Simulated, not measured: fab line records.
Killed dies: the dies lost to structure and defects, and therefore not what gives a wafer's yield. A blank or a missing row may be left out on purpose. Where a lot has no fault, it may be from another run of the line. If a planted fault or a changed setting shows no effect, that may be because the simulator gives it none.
fab line records	flow nand_harc
record: lots: 5	wafers: 15	last_day: 24
route steps=1159 shown A_M1@1057 A_BONDPAD@1059
lots with no fault: from the same line, run without faults
start_h: start of the lot's first displayed wafer, in hours after the record's first day	wait_h: hours elapsed since this lot's preceding step	" unchanged from the row above	L1.1+2: a row that stands for several wafers	- no value, or no start was given	* or withheld: withheld	< > ~ a bound
route shown NAME@n: NAME is a module with steps in the file, n the number in the route of the first one	usual: average and standard deviation across the fault-free wafers	same: alike in all rows	chamber/n: place in a boat	sites: the reading at each site	_std_site: standard deviation of those values	_edge_site: inner sites' mean taken away from outer sites' mean	radius_mm: for every site, how far away it sits from the centre of the wafer	mask NAME#n: copy n	behind: the most recent tool/chamber to have shaped the wafer	hold: why the lot was held/for how many hours/how that ended	device: whichever transistor did not switch (one of n, p or np)	end of line: at the end of the route, the tests of the same wafers	for a step that has no rows: nothing shown but its recipe	killed: the dies lost at the first sort to structure and to defects; this is not the yield of the wafer	map: the dies of a wafer, with x for killed, . for not killed, _ for no die there
set.NAME: the setting that was run; set.NAME@STEP: the one run at that earlier step	model.NAME: the simulator's own value behind a step, which no gauge read
a table for each step, a row for each wafer; lots at some steps of the route
services: the hour from which a tool's chamber was out of use, counted from the record's first day as start_h (under 0 if before that day), plus the number of hours and why
== steps ==
step: NHARC_A_M1_PRE_CLEAN_32
recipe: time_s: 12	temp_c: 370	rf_power_w: 300	gas: NH3
usual: heater_power_w: 642/120
lot.wafer	tool	chamber	start_h	wait_h	heater_power_w
L328.3	pecvd-02	0	421.74	0.1	704
L328.1	"	2	"	"	465
L328.4	"	1	"	"	599
L331.4	pecvd-04	0	458.57	0.1	723
L331.6	"	1	"	"	758
L331.5	"	2	"	"	623
L342.2	pecvd-02	1	512.26	0.2	625
L342.1	"	2	"	"	440
L342.6	"	2	"	"	434
L343.3	pecvd-04	2	527.88	0.1	701
L343.6	"	0	"	"	768
L343.5	"	2	"	"	703
L345.1	pecvd-04	2	540.31	0.1	620
L345.3	"	0	"	"	733
L345.4	"	2	"	"	613
step: NHARC_A_M1_DEP_33
recipe: target_thk_a: 300	temp_c: 370	target_thk_nm: 30	pressure_torr: 3	flow_sccm: 200	rf_w: 450	material: SiCN
usual: chamber_pressure_Torr: 3.000/0.0062	heater_power_w: 591/120
lot.wafer	tool	chamber	start_h	wait_h	chamber_pressure_Torr	heater_power_w
L328.3	pecvd-02	0	421.82	0.1	3.009	693
L328.1	"	2	"	"	3.003	381
L328.4	"	1	"	"	3.002	569
L331.4	pecvd-04	0	458.74	0.2	2.998	631
L331.6	"	1	"	"	2.994	590
L331.5	"	2	"	"	3.000	550
L342.2	pecvd-02	1	512.37	0.1	2.998	540
L342.1	"	2	"	"	3.010	441
L342.6	"	2	"	"	3.007	450
L343.3	pecvd-04	2	528.02	0.1	3.006	586
L343.6	"	0	"	"	2.998	677
L343.5	"	2	"	"	3.000	591
L345.1	pecvd-04	2	540.42	0.1	3.004	595
L345.3	"	0	"	"	3.004	703
L345.4	"	2	"	"	2.997	613
step: NHARC_A_BONDPAD_DEP_00
recipe: target_thk_a: 2500	temp_c: 370	target_thk_nm: 250	pressure_torr: 3	flow_sccm: 200	rf_w: 450	material: SiCN
usual: chamber_pressure_Torr: 3.000/0.0067	heater_power_w: 608/87
lot.wafer	tool	chamber	start_h	wait_h	chamber_pressure_Torr	heater_power_w
L328.1	pecvd-04	2	422.38	-	2.997	642
L328.3	"	0	"	"	2.997	668
L328.4	"	2	"	"	2.997	622
L331.5	pecvd-04	2	-	-	3.005	630
L331.6	"	0	"	"	3.008	557
L331.4	"	1	"	"	3.000	720
L342.2	pecvd-04	0	512.88	-	3.007	645
L342.1	"	1	"	"	3.006	679
L342.6	"	0	"	"	3.004	679
L343.3	pecvd-02	1	528.55	-	3.002	591
L343.6	"	0	"	"	2.994	528
L343.5	"	2	"	"	3.004	455
L345.1	pecvd-04	0	-	-	3.008	622
L345.3	"	1	"	"	3.008	697
L345.4	"	0	"	"	3.009	626
step: NHARC_A_BONDPAD_CMP_29
recipe: target_thk_nm: 200	material: SiCN
usual: motor_current_A: 12.4/1.2
lot.wafer	tool	chamber	start_h	wait_h	motor_current_A
L328.1	cmp-03	3	422.78	-	12.3
L328.4	"	0	"	"	15.0
L328.3	"	2	"	"	14.7
L331.4	cmp-03	1	459.57	-	12.4
L331.5	"	1	"	"	12.2
L331.6	"	2	"	"	13.3
L342.2	cmp-01	3	513.29	-	14.5
L342.1	"	1	"	"	11.8
L342.6	"	0	"	"	11.1
L343.3	cmp-04	1	528.94	-	11.9
L343.5	"	0	"	"	12.5
L343.6	"	1	"	"	11.7
L345.4	cmp-04	3	541.34	-	12.4
L345.1	"	0	"	"	12.6
L345.3	"	2	"	"	10.4
step: NHARC_A_BONDPAD_THK_MEAS_30
recipe: thk_meas_gauge: ellipsometry
usual: thk_nm: 200.0/1.6
lot.wafer	tool	chamber	start_h	wait_h	thk_nm
L328.1	film_metro-02	-	423.03	0.2	200.1
L328.3	"	-	"	"	200.8
L328.4	"	-	"	"	198.9
L331.4	film_metro-01	-	459.82	0.2	203.1
L331.5	"	-	"	"	201.8
L331.6	"	-	"	"	201.1
L342.1	film_metro-01	-	513.55	0.2	200.2
L342.2	"	-	"	"	199.1
L342.6	"	-	"	"	200.9
L343.3	film_metro-01	-	529.16	0.2	198.8
L343.5	"	-	"	"	198.0
L343.6	"	-	"	"	198.4
L345.1	film_metro-01	-	541.59	0.2	198.7
L345.3	"	-	"	"	199.5
L345.4	"	-	"	"	199.0
step: NHARC_A_BONDPAD_SRD_31
step: NHARC_A_BONDPAD_DEHYDRATE_01
recipe: temp_c: 150	time_s: 120
step: NHARC_A_BONDPAD_HMDS_02
recipe: time_s: 30
step: NHARC_A_BONDPAD_COAT_33
recipe: temp_c: 200	time_s: 65
step: NHARC_A_BONDPAD_COAT_03
recipe: spin_rpm: 2000	resist_thk_nm: 600
step: NHARC_A_BONDPAD_SOFTBAKE_04
recipe: temp_c: 125	time_s: 70
step: NHARC_A_BONDPAD_EBR_05
step: NHARC_A_BONDPAD_EXPOSE_06
recipe: na: 0.55	dose_mj: 36.99	mask_id: A_BPAD
usual: exposure_dose_mJ_cm2: 36.96/0.035	focus_offset_nm: 0.0/0.58
lot.wafer	tool	chamber	start_h	wait_h	mask	exposure_dose_mJ_cm2	focus_offset_nm
L328.1	krf_scanner-01	0	423.32	-	A_BPAD#0	37.03	-0.4
L328.3	"	0	"	"	A_BPAD#0	37.00	-0.3
L328.4	"	0	"	"	A_BPAD#0	37.00	-0.5
L331.4	krf_scanner-01	-	460.27	-	A_BPAD#0	-	-
L331.5	"	-	"	"	A_BPAD#0	-	-
L331.6	"	-	"	"	A_BPAD#0	-	-
L342.1	krf_scanner-01	0	513.86	-	A_BPAD#0	36.92	-0.8
L342.2	"	0	"	"	A_BPAD#0	36.98	0.2
L342.6	"	0	"	"	A_BPAD#0	36.95	1.1
L343.3	krf_scanner-01	0	529.46	-	A_BPAD#0	36.90	0.7
L343.5	"	0	"	"	A_BPAD#0	36.97	0.0
L343.6	"	0	"	"	A_BPAD#0	36.94	0.9
L345.1	krf_scanner-03	0	542.00	-	A_BPAD#0	36.99	0.0
L345.3	"	0	"	"	A_BPAD#0	36.95	-0.5
L345.4	"	0	"	"	A_BPAD#0	36.97	0.3
step: NHARC_A_BONDPAD_PEB_07
recipe: peb_temp_c: 128	peb_time_s: 80
== services ==
tool	chamber	start_h	hours	kind
cmp-04	-	399.00	4.0	pm
cmp-01	-	424.06	0.9	repair
krf_scanner-03	-	425.25	7.9	repair
cmp-03	-	430.90	0.9	repair
krf_scanner-01	-	441.64	4.0	pm
cmp-03	-	450.03	4.0	pm
pecvd-04	-	452.11	0.3	repair
cmp-01	-	455.80	2.8	repair
cmp-01	-	473.50	4.0	pm
pecvd-04	-	473.98	2.5	repair
cmp-04	-	485.62	2.1	repair
cmp-01	-	487.74	0.3	repair
cmp-04	-	497.00	4.0	pm
pecvd-04	2	505.81	3.4	repair
krf_scanner-03	-	512.00	4.0	pm
pecvd-02	-	515.22	13.0	pm
pecvd-02	0	515.22	13.0	vent_cycle
pecvd-02	1	515.22	13.0	vent_cycle
pecvd-02	2	515.22	13.0	vent_cycle
cmp-01	-	516.01	1.7	repair
cmp-03	-	516.46	0.2	repair
pecvd-02	0	528.22	-	clean
pecvd-02	1	528.22	-	clean
pecvd-02	2	528.22	-	clean
== key ==
first_sign: step: NHARC_A_BONDPAD_EXPOSE_06	reading: tool_record	direction: missing
effect none on later readings
met_at NHARC_A_BONDPAD_EXPOSE_06
struck_wafers L331.4,L331.5,L331.6
later_rows_left_out L331.4,L331.5,L331.6
sort_left_out L331.4,L331.5,L331.6
onset_between 423.32 460.27
fault: kind: skipped_step_whole	tool: krf_scanner-01,krf_scanner-04	chamber: -	onset_h: 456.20	steps: NHARC_A_BONDPAD_EXPOSE_06	scope: struck_lots_only
sort_left_out: the simulated sort isn't trusted on such a fault, so these wafers' sort isn't shown, and their yield isn't known
later_rows_left_out: the simulator's readings of these wafers behind a module that went badly wrong aren't trusted and aren't shown, but for the sort
